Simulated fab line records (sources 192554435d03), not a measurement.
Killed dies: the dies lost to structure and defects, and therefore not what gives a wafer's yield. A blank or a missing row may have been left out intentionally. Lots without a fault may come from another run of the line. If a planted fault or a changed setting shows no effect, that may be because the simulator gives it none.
Matching of chambers / flow n5_finfet / N5_BEOL_M1_DESCUM_16 on rie_diel-06: 4 sister chambers
The step chemistry O2, time 7 s. 4 wafers are shown with their chamber, then 7 later ones without.

== WAFERS PAIRED WITH THEIR CHAMBERS ==
wafer=L084.5; chamber=2; showerhead_plenum_p_Torr (Torr)=1.97
wafer=L085.1; chamber=3; showerhead_plenum_p_Torr (Torr)=2.05
wafer=L085.6; chamber=0; showerhead_plenum_p_Torr (Torr)=1.97
wafer=L089.4; chamber=1; showerhead_plenum_p_Torr (Torr)=2.18

== WAFERS WITH NO CHAMBER GIVEN ==
wafer=L089.5; showerhead_plenum_p_Torr (Torr)=1.97
wafer=L093.1; showerhead_plenum_p_Torr (Torr)=2.05
wafer=L093.2; showerhead_plenum_p_Torr (Torr)=2.18
wafer=L093.4; showerhead_plenum_p_Torr (Torr)=2.05
wafer=L094.3; showerhead_plenum_p_Torr (Torr)=2.05
wafer=L094.5; showerhead_plenum_p_Torr (Torr)=2.05
wafer=L094.6; showerhead_plenum_p_Torr (Torr)=2.23

== CHAMBER TAKEN BY EACH ==
wafer=L089.5; from the rows above=can't be placed: 0 or 2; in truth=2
wafer=L093.1; from the rows above=3; in truth=3
wafer=L093.2; from the rows above=1; in truth=1
wafer=L093.4; from the rows above=3; in truth=3
wafer=L094.3; from the rows above=3; in truth=3
wafer=L094.5; from the rows above=3; in truth=3
wafer=L094.6; from the rows above=1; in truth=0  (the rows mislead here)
Correct placement for 5 of the 7. Can't be placed from these rows: 1 (the true chamber is among the candidates in 1). Number placed wrongly: 1.
How it was worked out, from the rows above alone: a wafer's distance from a chamber is the root of the sum, over the readings, of the square of ((its reading less the chamber's mean) divided by the reading's scatter). The wafer belongs to the nearest chamber; if the next one is less than 2 further off, it can't be placed. For every chamber, the mean is computed from those of its wafers that are shown. The scatter: root of mean squared gap, hidden wafer to nearest shown wafer, with one shown wafer a chamber.
